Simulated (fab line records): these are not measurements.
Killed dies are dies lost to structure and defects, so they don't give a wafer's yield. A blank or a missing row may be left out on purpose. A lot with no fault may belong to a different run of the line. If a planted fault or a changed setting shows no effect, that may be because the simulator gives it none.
fab line records -- flow n5-finfet -- part 1 of 2: steps 1 to 25 of 26
[record] lots = 6, wafers = 18, last-day = 18
route steps=1938 shown GATE_CUT@469 BEOL_M4@1111 PASSIVATION@1936
lots that met no fault: from a run of the same line without faults
start-h: hours from the record's opening day to when the first of the lot's shown wafers began -- wait-h: how many hours have passed since the lot's step before this one -- " unchanged from the row above -- L1.1+2: several wafers, shown together as one row -- - no value, or no start given -- * or withheld: withheld -- < > ~ a bound
route shown NAME@n: names a module that has steps shown in the file, with the first one's number in the route -- usual: mean/standard deviation of fault-free wafers -- same: alike in all rows -- chamber/n: place in a boat -- sites: per-site readings -- _std_site: the standard deviation of these -- _edge_site: the outer-site mean with the inner-site mean subtracted -- radius-mm: for every site, how far away it sits from the centre of the wafer -- mask NAME#n: copy n -- behind: the tool/chamber that last shaped the wafer -- hold: cause of the lot's hold/its duration in hours/its outcome -- device: the n, p or np transistor that did not switch -- end of line: tests run on the same wafers once the route is complete -- where a step has no rows: the recipe by itself -- killed: dies lost to structure and defects at the first sort, not the wafer's yield -- map: dies across one wafer; x = killed, . = not, _ = none there
set.NAME: the setting that was run; set.NAME@STEP: the one run at that earlier step -- model.NAME: the simulator's own value behind a step, which no gauge read
a table for each step, a row for each wafer; lots at some steps of the route
services: a tool's chamber out of use, with start hour (start-h, from the record's first day; less than 0 if before it), hours out, and reason
[[steps]]
[step N5_GATE_CUT_ETCH_58]
[recipe] chemistry = CH3F/O2, target = SiNx, target-depth-a = 170, time-s = 128.6, ion-energy-ev = 50, pressure-mtorr = 30, source-w = 415, bias-w = 21, Ar_flow_sccm = 150, CH3F_flow_sccm = 30, O2_flow_sccm = 20
[usual] drypump-motor-current-A = 5.5/0.52, oes-product-au = 0.75/0.052, rf-vpp-V = 99.0/0.97, showerhead-plenum-p-Torr = 1.97/0.073, throttle-valve-pct = 16.30/0.19
lot.wafer,tool,chamber,start-h,wait-h,drypump-motor-current-A,oes-product-au,rf-hours-counter-h,rf-vpp-V,showerhead-plenum-p-Torr,throttle-valve-pct
L239.2,rie-diel-06,0,78.99,0.0,5.6,0.75,130,99.2,2.01,16.59
L239.3,rie-diel-06,2,78.99,0.0,5.0,0.78,121,99.3,1.93,16.27
L239.6,rie-diel-06,1,78.99,0.0,5.0,0.80,-,99.1,1.93,16.28
L248.1,rie-diel-01,0,135.69,0.1,5.4,0.81,96,97.2,1.86,16.10
L248.3,rie-diel-01,2,135.69,0.1,6.3,0.74,144,99.8,2.00,16.16
L248.6,rie-diel-01,1,135.69,0.1,4.7,0.71,-,99.2,2.08,16.57
L256.1,rie-diel-06,1,183.72,0.0,5.0,0.77,145,98.7,1.92,16.35
L256.4,rie-diel-06,3,183.72,0.0,5.6,0.67,230,97.0,1.89,16.31
L256.6,rie-diel-06,2,183.72,0.0,5.0,0.74,-,98.8,1.92,16.34
L257.1,rie-diel-06,0,186.68,0.0,5.6,0.72,159,99.2,2.00,16.62
L257.3,rie-diel-06,2,186.68,0.0,5.0,0.74,156,97.9,1.92,16.34
L257.5,rie-diel-06,3,186.68,0.0,5.6,0.68,-,97.9,1.89,16.31
L259.1,rie-diel-01,2,200.00,0.0,6.3,0.72,164,98.5,1.99,16.19
L259.5,rie-diel-01,0,200.00,0.0,5.4,0.79,-,96.6,1.85,16.14
L259.6,rie-diel-01,3,200.00,0.0,5.7,0.70,-,97.5,1.98,16.44
L261.2,rie-diel-01,2,213.36,0.2,6.3,0.72,168,98.8,1.99,16.20
L261.4,rie-diel-01,0,213.36,0.2,5.4,0.79,118,98.9,1.85,16.14
L261.6,rie-diel-01,3,213.36,0.2,5.7,0.70,-,99.4,1.98,16.45
[step N5_GATE_CUT_STRIP_59]
[recipe] chemistry = N2/H2, time-s = 20, power-w = 100, temp-c = 40, pressure-mtorr = 100, rf-frequency-hz = 6e+07, bias-power-w = 3, n2-flow-sccm = 300, h2-flow-sccm = 300
[step N5_GATE_CUT_PRECLEAN_31]
[recipe] temp-c = 23, chemistry = DIW, time-s = 300
[step N5_GATE_CUT_SRD_32]
[recipe] time-s = 30, temp-c = 23, rinse-liquid = diw, dry = ipa-marangoni
[step N5_GATE_CUT_SAC_CAP_01]
[recipe] material = SiNx, target-thk-a = 240, temp-c = 400, ald-precursor-family = SiH2I2, ald-co-reactant = N2/H2-plasma, pulse-time-s = 1, ald-cycles = 480, purge-time-s = 2, co-reactant-purge-time-s = 2, pressure-torr = 2
[usual] heater-power-outer-w = 533/58, heater-power-w = 868/86, precursor-pulse-height-rel = 0.999/0.02
[same] co-reactant-purge-time-s = 2, pulse-time-s = 1
lot.wafer,tool,chamber,start-h,wait-h,heater-power-outer-w,heater-power-w,precursor-pulse-height-rel
L239.2,ald-sin-04,0,79.34,0.1,482,817,0.971
L239.3,ald-sin-04,3,79.34,0.1,419,669,0.997
L239.6,ald-sin-04,0,80.43,1.1,484,824,1.011
L248.1,ald-sin-04,3,136.11,0.0,439,693,1.013
L248.3,ald-sin-04,1,136.11,0.0,575,908,0.996
L248.6,ald-sin-04,3,137.20,1.1,425,689,1.031
L256.1,ald-sin-04,1,184.48,0.5,580,933,0.989
L256.4,ald-sin-04,3,184.48,0.5,422,698,0.979
L256.6,ald-sin-04,2,185.57,1.6,509,868,1.005
L257.1,ald-sin-03,3,187.03,0.0,561,913,1.013
L257.3,ald-sin-03,2,187.03,0.0,555,844,0.989
L257.5,ald-sin-03,1,188.12,1.1,626,1032,1.000
L259.1,ald-sin-04,3,200.32,0.0,427,689,0.978
L259.5,ald-sin-04,2,201.41,1.1,518,893,1.012
L259.6,ald-sin-04,1,201.41,1.1,591,926,1.017
L261.2,ald-sin-03,2,213.69,0.0,558,847,1.019
L261.4,ald-sin-03,0,213.69,0.0,464,833,1.011
L261.6,ald-sin-03,3,214.78,1.1,547,901,0.979
[step N5_GATE_CUT_PECVD_57]
[recipe] material = SiNx, target-thk-a = 210, temp-c = 400, precursor = SiH4/NH3/N2, pressure-torr = 1.5, rf-w = 300
[step N5_GATE_CUT_CMP_02]
[recipe] stop-on = SiO2, t-overpolish-s = 12.7, post-cmp-clean = alkaline-brush, down-force-psi = 2.5, platen-rpm = 51.8, pad-velocity-m-s = 1.0307, target-thk-nm = 0
[step N5_GATE_CUT_HM_DEP_46]
[recipe] material = SiO2, target-thk-a = 1300, temp-c = 400, precursor = TEOS/O2, pressure-torr = 6.5, rf-w = 900, teos-flow-sccm = 161.4, gas = O2, flow-sccm = 2650, time-s = 26.6
[usual] heater-power-outer-w = 337/67, heater-power-w = 605/110, showerhead-plenum-p-Torr = 8.36/0.042, throttle-valve-pct = 18.7/1.2
lot.wafer,tool,chamber,start-h,wait-h,heater-power-outer-w,heater-power-w,showerhead-plenum-p-Torr,throttle-valve-pct
L239.2,pecvd-01,1,81.94,0.0,367,606,8.36,19.8
L239.3,pecvd-01,0,81.94,0.0,259,513,8.36,19.5
L239.6,pecvd-01,0,81.94,0.0,265,534,8.37,19.2
L248.1,pecvd-03,1,138.71,0.0,348,760,8.39,17.0
L248.3,pecvd-03,2,138.71,0.0,413,639,8.30,19.2
L248.6,pecvd-03,1,138.71,0.0,366,760,8.41,16.8
L256.1,pecvd-03,1,187.08,0.0,440,853,8.38,16.8
L256.4,pecvd-03,1,187.08,0.0,438,853,8.38,16.7
L256.6,pecvd-03,0,187.08,0.0,221,471,8.42,20.0
L257.1,pecvd-04,0,189.63,0.0,381,580,8.36,18.4
L257.3,pecvd-04,2,189.63,0.0,320,540,8.29,17.0
L257.5,pecvd-04,0,189.63,0.0,369,608,8.37,18.5
L259.1,pecvd-01,0,202.92,0.0,227,487,8.38,19.6
L259.5,pecvd-01,2,202.92,0.0,263,517,8.28,18.8
L259.6,pecvd-01,1,202.92,0.0,356,604,8.37,19.6
L261.2,pecvd-03,1,216.29,0.0,442,840,8.40,16.6
L261.4,pecvd-03,0,216.29,0.0,274,532,8.44,20.2
L261.6,pecvd-03,0,216.29,0.0,283,541,8.43,20.2
[step N5_GATE_CUT_COAT_34]
[recipe] resist = SOC, temp-c = 250, time-s = 60, spin-rpm = 1500, resist-thk-nm = 60
[step N5_GATE_CUT_COAT_35]
[recipe] resist = SiARC, temp-c = 220, time-s = 60, spin-rpm = 1500, resist-thk-nm = 10
[step N5_GATE_CUT_COAT_27]
[recipe] resist = underlayer, temp-c = 205, time-s = 60, spin-rpm = 1500, resist-thk-nm = 10
[step N5_GATE_CUT_COAT_07]
[recipe] resist = CAR-EUV, spin-rpm = 1500, resist-thk-nm = 30
[usual] dispense-pressure-kPa = 45/4.1, exhaust-pa = 44.8/0.95, spin-speed-rpm = 1500.0/0.94
lot.wafer,tool,chamber,start-h,wait-h,dispense-pressure-kPa,exhaust-pa,spin-speed-rpm,model.CAR-EUV_of_GATE_CUT_COAT_07.thk-nm
L239.2,litho-track-05,0,82.01,-,41,45.3,1499.7,30
L239.3,litho-track-05,0,82.01,-,41,44.7,1499.4,30
L239.6,litho-track-05,0,82.01,-,41,45.1,1498.3,30
L248.1,litho-track-03,0,138.78,-,50,46.5,1501.9,30
L248.3,litho-track-03,0,138.78,-,50,44.8,1499.5,30
L248.6,litho-track-03,0,138.78,-,50,46.9,1501.2,29.8
L256.1,litho-track-03,0,187.16,-,50,44.1,1501.2,30.2
L256.4,litho-track-03,0,187.16,-,50,43.4,1499.4,30
L256.6,litho-track-03,0,187.16,-,50,45.7,1498.4,30
L257.1,litho-track-05,0,189.70,-,41,44.7,1366.0,31.4
L257.3,litho-track-05,0,189.70,-,41,44.7,1365.2,31.6
L257.5,litho-track-05,0,189.70,-,41,44.2,1366.7,31.4
L259.1,litho-track-04,0,202.99,-,48,44.9,1500.3,30.2
L259.5,litho-track-04,0,202.99,-,48,45.4,1500.0,30
L259.6,litho-track-04,0,202.99,-,48,45.9,1499.1,30.2
L261.2,litho-track-05,0,216.39,-,41,44.3,1366.3,31.6
L261.4,litho-track-05,0,216.39,-,41,45.0,1368.4,31.6
L261.6,litho-track-05,0,216.39,-,41,45.0,1366.4,31.6
[step N5_GATE_CUT_EBR_09]
[recipe] solvent = PGMEA, ebr-width-mm = 1.5
[step N5_GATE_CUT_SOFTBAKE_08]
[recipe] temp-c = 110, time-s = 60, resist = CAR-EUV
[step N5_GATE_CUT_EXPOSE_10]
[recipe] mask-id = GATE_CUT, na = 0.33, source-shape = annular, sigma-inner = 0.35, sigma-outer = 0.8, polarization = unpolarized, target-cd-nm = 20, dose-mj = 43.25
[step N5_GATE_CUT_PEB_11]
[recipe] peb-temp-c = 100, peb-time-s = 60, resist = CAR-EUV
[step N5_GATE_CUT_DEVELOP_12]
[recipe] develop-time-s = 30, developer = TMAH, resist = CAR-EUV, rinse-liquid = surfactant-rinse, dry = air-spin, dev-temp-c = 23
[step N5_GATE_CUT_CD_MEAS_13]
[recipe] target-cd-nm = 20, landing-energy-ev = 500, detector = se-inlens
[usual] cd-nm = 19.98/0.23
lot.wafer,tool,chamber,start-h,wait-h,cd-nm
L239.2,cd-sem-01,0,82.28,-,19.67
L239.3,cd-sem-01,0,82.28,-,19.90
L239.6,cd-sem-01,0,82.28,-,20.18
L248.1,cd-sem-01,0,139.05,-,20.15
L248.3,cd-sem-01,0,139.05,-,20.07
L248.6,cd-sem-01,0,139.05,-,19.71
L256.1,cd-sem-02,0,187.55,-,19.69
L256.4,cd-sem-02,0,187.55,-,20.19
L256.6,cd-sem-02,0,187.55,-,19.83
L257.1,cd-sem-02,0,189.97,-,19.99
L257.3,cd-sem-02,0,189.97,-,19.91
L257.5,cd-sem-02,0,189.97,-,20.27
L259.1,cd-sem-02,0,203.26,-,20.21
L259.5,cd-sem-02,0,203.26,-,19.40
L259.6,cd-sem-02,0,203.26,-,20.24
L261.2,cd-sem-02,0,216.77,-,20.41
L261.4,cd-sem-02,0,216.77,-,19.39
L261.6,cd-sem-02,0,216.77,-,19.65
[step N5_GATE_CUT_OVL_MEAS_14]
[recipe] points-per-wafer = 522
[usual] GATE_CUT_OVL = -0.1/0.63
lot.wafer,tool,chamber,start-h,wait-h,GATE_CUT_OVL[nm]
L239.2,overlay-02,0,82.31,0.0,-0.2
L239.3,overlay-02,0,82.31,0.0,0.8
L239.6,overlay-02,0,82.31,0.0,-0.9
L248.1,overlay-02,0,139.08,0.0,0.0
L248.3,overlay-02,0,139.08,0.0,-0.1
L248.6,overlay-02,0,139.08,0.0,-0.1
L256.1,overlay-01,0,187.58,0.0,0.7
L256.4,overlay-01,0,187.58,0.0,1.0
L256.6,overlay-01,0,187.58,0.0,1.1
L257.1,overlay-01,0,190.00,0.0,1.1
L257.3,overlay-01,0,190.00,0.0,0.4
L257.5,overlay-01,0,190.00,0.0,0.2
L259.1,overlay-01,0,203.29,0.0,-0.8
L259.5,overlay-01,0,203.29,0.0,0.8
L259.6,overlay-01,0,203.29,0.0,0.2
L261.2,overlay-02,0,216.81,0.0,0.4
L261.4,overlay-02,0,216.81,0.0,0.1
L261.6,overlay-02,0,216.81,0.0,0.4
[step N5_GATE_CUT_INSPECT_15]
[recipe] mode = adi, inspect-instrument = brightfield
[usual] raw-defect-count = 122/36
lot.wafer,tool,chamber,start-h,wait-h,raw-defect-count
L239.2,defect-inspect-01,-,82.36,0.0,105
L239.3,defect-inspect-01,-,82.36,0.0,126
L239.6,defect-inspect-01,-,82.36,0.0,91
L248.1,defect-inspect-01,-,139.14,0.1,119
L248.3,defect-inspect-01,-,139.14,0.1,89
L248.6,defect-inspect-01,-,139.14,0.1,105
L256.1,defect-inspect-02,-,187.64,0.1,108
L256.4,defect-inspect-02,-,187.64,0.1,95
L256.6,defect-inspect-02,-,187.64,0.1,110
L257.1,defect-inspect-01,-,190.06,0.1,137
L257.3,defect-inspect-01,-,190.06,0.1,149
L257.5,defect-inspect-01,-,190.06,0.1,170
L259.1,defect-inspect-02,-,203.35,0.1,177
L259.5,defect-inspect-02,-,203.35,0.1,65
L259.6,defect-inspect-02,-,203.35,0.1,78
L261.2,defect-inspect-02,-,216.86,0.0,84
L261.4,defect-inspect-02,-,216.86,0.0,57
L261.6,defect-inspect-02,-,216.86,0.0,109
[step N5_GATE_CUT_DESCUM_18]
[recipe] chemistry = O2, time-s = 7, source-power-w = 50, bias-power-w = 20, pressure-mtorr = 20, rf-frequency-hz = 2.712e+07, temp-c = 40, resist = CAR-EUV, o2-flow-sccm = 225
[usual] drypump-motor-current-A = 5.4/0.47, oes-product-au = 0.76/0.054, rf-vpp-V = 242.5/1.5, showerhead-plenum-p-Torr = 2.05/0.08, throttle-valve-pct = 20.35/0.16
lot.wafer,tool,chamber,start-h,wait-h,drypump-motor-current-A,oes-product-au,rf-hours-counter-h,rf-vpp-V,showerhead-plenum-p-Torr,throttle-valve-pct
L239.2,rie-diel-01,0,82.70,0.3,5.4,0.82,79,239.8,1.94,20.16
L239.3,rie-diel-01,2,82.70,0.3,6.3,0.75,128,243.5,2.10,20.26
L239.6,rie-diel-01,1,82.70,0.3,4.7,0.74,-,245.2,2.17,20.61
L248.1,rie-diel-06,3,139.27,0.1,5.6,0.67,217,243.7,1.99,20.33
L248.3,rie-diel-06,2,139.27,0.1,5.0,0.75,141,243.4,2.00,20.30
L248.6,rie-diel-06,1,139.27,0.1,4.9,0.79,-,242.3,2.02,20.41
L256.1,rie-diel-01,1,187.67,0.0,4.7,0.71,192,244.3,2.16,20.64
L256.4,rie-diel-01,0,187.67,0.0,5.4,0.78,109,240.8,1.93,20.21
L256.6,rie-diel-01,0,187.67,0.0,5.4,0.78,-,240.4,1.93,20.21
L257.1,rie-diel-02,3,190.18,0.1,5.9,0.77,142,241.4,2.10,20.38
L257.3,rie-diel-02,1,190.18,0.1,6.3,0.77,152,240.8,2.01,20.24
L257.5,rie-diel-02,3,190.18,0.1,5.9,0.76,-,243.7,2.10,20.39
L259.1,rie-diel-06,1,203.39,0.0,4.9,0.76,151,241.7,2.01,20.45
L259.5,rie-diel-06,0,203.39,0.0,5.5,0.72,-,242.9,2.08,20.69
L259.6,rie-diel-06,1,203.39,0.0,4.9,0.76,-,241.1,2.01,20.46
L261.2,rie-diel-01,0,217.16,0.3,5.4,0.78,119,240.6,1.93,20.22
L261.4,rie-diel-01,1,217.16,0.3,4.7,0.71,202,244.5,2.16,20.64
L261.6,rie-diel-01,0,217.16,0.3,5.4,0.77,-,241.1,1.93,20.23
[step N5_GATE_CUT_ETCH_28]
[recipe] chemistry = N2/H2, target = underlayer, target-depth-a = 130, mask-material = CAR-EUV, time-s = 10.4, ion-energy-ev = 200, pressure-mtorr = 30, source-w = 840, bias-w = 150, n2-flow-sccm = 200, h2-flow-sccm = 200, ends = cleared
[usual] drypump-motor-current-A = 5.4/0.47, etch-rf-on-time-s = 10.39/0.14, oes-product-au = 0.65/0.047, rf-vpp-V = 522.5/2.7, showerhead-plenum-p-Torr = 2.49/0.094, throttle-valve-pct = 17.83/0.19
lot.wafer,tool,chamber,start-h,wait-h,drypump-motor-current-A,etch-rf-on-time-s,oes-product-au,rf-hours-counter-h,rf-vpp-V,showerhead-plenum-p-Torr,throttle-valve-pct
L239.2,rie-diel-01,0,82.73,0.0,5.4,10.09,0.71,79,519.1,2.36,17.57
L239.3,rie-diel-01,2,82.73,0.0,6.3,10.42,0.65,128,525.2,2.55,17.64
L239.6,rie-diel-01,1,82.73,0.0,4.7,10.30,0.63,-,524.6,2.64,18.00
L248.1,rie-diel-06,3,139.31,0.0,5.6,10.61,0.58,217,519.1,2.41,17.89
L248.3,rie-diel-06,2,139.31,0.0,5.0,10.52,0.65,141,520.2,2.44,17.78
L248.6,rie-diel-06,1,139.31,0.0,5.0,10.35,0.67,-,520.7,2.45,17.81
L256.1,rie-diel-01,1,187.70,0.0,4.7,10.27,0.61,192,524.5,2.63,18.06
L256.4,rie-diel-01,0,187.70,0.0,5.4,10.09,0.68,109,518.2,2.35,17.64
L256.6,rie-diel-01,0,187.70,0.0,5.4,10.15,0.68,-,519.4,2.35,17.65
L257.1,rie-diel-02,3,190.22,0.0,5.9,10.09,0.67,142,523.9,2.54,17.76
L257.3,rie-diel-02,1,190.22,0.0,6.3,10.21,0.67,152,520.7,2.44,17.73
L257.5,rie-diel-02,3,190.22,0.0,5.9,10.24,0.66,-,522.5,2.54,17.74
L259.1,rie-diel-06,1,203.42,0.0,5.0,10.47,0.65,151,521.2,2.44,17.85
L259.5,rie-diel-06,0,203.42,0.0,5.6,10.65,0.61,-,523.4,2.54,18.26
L259.6,rie-diel-06,1,203.42,0.0,5.0,10.39,0.66,-,521.4,2.44,17.84
L261.2,rie-diel-01,0,217.19,0.0,5.4,10.17,0.67,119,518.8,2.35,17.63
L261.4,rie-diel-01,1,217.19,0.0,4.7,10.47,0.60,202,526.0,2.62,18.07
L261.6,rie-diel-01,0,217.19,0.0,5.4,10.22,0.68,-,520.2,2.35,17.64
[step N5_GATE_CUT_ETCH_36]
[recipe] chemistry = CF4, target = SiARC, target-depth-a = 130, mask-material = CAR-EUV, time-s = 21.7, ion-energy-ev = 80, pressure-mtorr = 40, source-w = 545, bias-w = 36, Ar_flow_sccm = 100, cf4-flow-sccm = 100, ends = cleared
[usual] drypump-motor-current-A = 5.4/0.47, etch-rf-on-time-s = 21.67/0.28, oes-product-au = 0.65/0.047, rf-vpp-V = 183.6/1.2, showerhead-plenum-p-Torr = 2.10/0.075, throttle-valve-pct = 15.57/0.18
lot.wafer,tool,chamber,start-h,wait-h,drypump-motor-current-A,etch-rf-on-time-s,oes-product-au,rf-hours-counter-h,rf-vpp-V,showerhead-plenum-p-Torr,throttle-valve-pct,model.CAR-EUV_of_GATE_CUT_COAT_07.thk-nm
L239.2,rie-diel-01,0,82.75,0.0,5.4,21.21,0.71,79,181.9,2.00,15.34,7
L239.3,rie-diel-01,2,82.75,0.0,6.3,21.52,0.65,128,183.4,2.14,15.41,7
L239.6,rie-diel-01,1,82.75,0.0,4.7,21.62,0.62,-,184.0,2.23,15.80,7
L248.1,rie-diel-06,3,139.33,0.0,5.6,21.71,0.58,217,183.3,2.03,15.56,7
L248.3,rie-diel-06,2,139.33,0.0,5.0,21.50,0.65,141,181.8,2.07,15.62,6.8
L248.6,rie-diel-06,1,139.33,0.0,5.0,21.16,0.68,-,183.5,2.07,15.63,6.8
L256.1,rie-diel-01,1,187.72,0.0,4.7,21.61,0.61,192,184.5,2.22,15.87,7
L256.4,rie-diel-01,0,187.72,0.0,5.4,21.29,0.68,109,182.5,1.99,15.40,7
L256.6,rie-diel-01,0,187.72,0.0,5.4,21.28,0.68,-,181.1,1.99,15.41,7
L257.1,rie-diel-02,3,190.24,0.0,5.9,21.39,0.67,142,184.5,2.15,15.58,8.4
L257.3,rie-diel-02,1,190.24,0.0,6.3,21.39,0.67,152,183.0,2.05,15.40,8.4
L257.5,rie-diel-02,3,190.24,0.0,5.9,21.39,0.66,-,185.0,2.15,15.59,8.4
L259.1,rie-diel-06,1,203.44,0.0,5.0,21.46,0.66,151,182.7,2.06,15.66,7
L259.5,rie-diel-06,0,203.44,0.0,5.5,22.15,0.62,-,183.7,2.14,15.92,7
L259.6,rie-diel-06,1,203.44,0.0,5.0,21.42,0.67,-,184.2,2.06,15.67,7
L261.2,rie-diel-01,0,217.21,0.0,5.4,21.59,0.67,119,181.2,1.99,15.43,8.4
L261.4,rie-diel-01,1,217.21,0.0,4.7,21.88,0.60,202,185.1,2.21,15.89,8.4
L261.6,rie-diel-01,0,217.21,0.0,5.4,21.46,0.67,-,182.2,1.99,15.41,8.4
[step N5_GATE_CUT_ETCH_37]
[recipe] chemistry = N2/H2, target = SOC, target-depth-a = 600, overetch-a = 120, mask-material = SiARC, temp-c = 40, time-s = 90, ion-energy-ev = 200, pressure-mtorr = 30, source-w = 840, bias-w = 150, n2-flow-sccm = 200, h2-flow-sccm = 200
[step N5_BEOL_M4_RC_MEAS_101]
[usual] DIBL_N = 36.5/1.4, DIBL_P = 36.9/1.7, IOFF_N = 0.163/0.023, IOFF_P = 0.22/0.032, ION_N = 673/9, ION_P = 462/7.5, SS_N = 71.6/0.54, SS_P = 73.4/0.62, VT_N = 249.8/2.8, VT_P = -250/3.5
lot.wafer,tool,chamber,start-h,wait-h,DIBL_N[mV/V],DIBL_P[mV/V],IOFF_N[nA/um],IOFF_P[nA/um],ION_N[uA/um],ION_P[uA/um],SS_N[mV/dec],SS_P[mV/dec],VT_N[mV],VT_P[mV]
L239.2,prober-02,0,164.97,0.2,35.9,35.1,0.156,0.18,663,451,71.7,72.9,250.4,-252
L239.3,prober-02,0,164.97,0.2,37.0,37.3,0.178,0.21,675,459,71.8,73.5,250.0,-251
L239.6,prober-02,0,164.97,0.2,34.3,34.1,0.133,0.17,666,458,71.4,72.7,249.7,-252
L248.1,prober-02,0,215.92,0.0,36.6,39.1,0.176,0.22,669,454,71.5,73.7,249.1,-252
L248.3,prober-02,0,215.92,0.0,34.6,35.8,0.136,0.16,664,455,70.8,73.2,254.3,-255
L248.6,prober-02,0,215.92,0.0,34.4,36.0,0.128,0.16,662,450,71.2,72.7,254.2,-259
L256.1,prober-02,0,276.53,0.0,36.5,38.4,0.171,0.22,669,457,71.6,73.4,248.7,-248
L256.4,prober-02,0,276.53,0.0,36.6,38.5,0.178,0.23,683,469,72.6,72.7,249.9,-249
L256.6,prober-02,0,276.53,0.0,36.5,38.4,0.169,0.22,681,467,71.5,73.4,249.4,-252
L257.1,prober-01,0,280.47,0.0,38.4,39.5,0.175,0.22,669,457,71.6,73.4,250.4,-252
L257.3,prober-01,0,280.47,0.0,37.9,38.7,0.160,0.21,679,459,71.1,74.2,252.6,-254
L257.5,prober-01,0,280.47,0.0,38.2,38.7,0.171,0.20,676,460,71.0,73.8,251.4,-254
L259.1,prober-02,0,282.12,0.0,34.8,36.2,0.133,0.17,662,451,70.5,73.5,252.7,-255
L259.5,prober-02,0,282.12,0.0,34.5,36.6,0.137,0.17,670,450,70.9,73.3,251.2,-252
L259.6,prober-02,0,282.12,0.0,34.7,36.0,0.135,0.16,663,451,71.5,72.9,251.8,-258
L261.2,prober-02,0,310.03,0.2,37.8,36.4,0.151,0.20,665,457,72.0,73.1,253.7,-251
L261.4,prober-02,0,310.03,0.2,37.6,36.6,0.159,0.21,675,461,72.3,73.2,249.4,-250
L261.6,prober-02,0,310.03,0.2,36.4,35.7,0.138,0.19,663,454,71.3,73.0,255.7,-251
[[key]]
[first-sign] step = N5_GATE_CUT_COAT_07, reading = spin-speed-rpm, direction = down, sigmas = 99+, usual = *, struck = *
effect none on later readings
[model-effect] step = N5_GATE_CUT_COAT_07, value = CAR-EUV_of_GATE_CUT_COAT_07.thk-nm, without = 30.13, struck = 31.53
[model-effect] step = N5_GATE_CUT_ETCH_36, value = CAR-EUV_of_GATE_CUT_COAT_07.thk-nm, without = 7, struck = 8.4
met-at N5_GATE_CUT_COAT_07
struck-wafers L257.1,L257.3,L257.5,L261.2,L261.4,L261.6
onset-between 82.01 189.70
[fault] kind = process-parameter-drift, tool = litho-track-05, chamber = -, onset-h = 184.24, steps = N5_GATE_CUT_COAT_07, channel = spin-rpm, offset = *, shape = step, end-h = 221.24, acts-in = *, stated = *
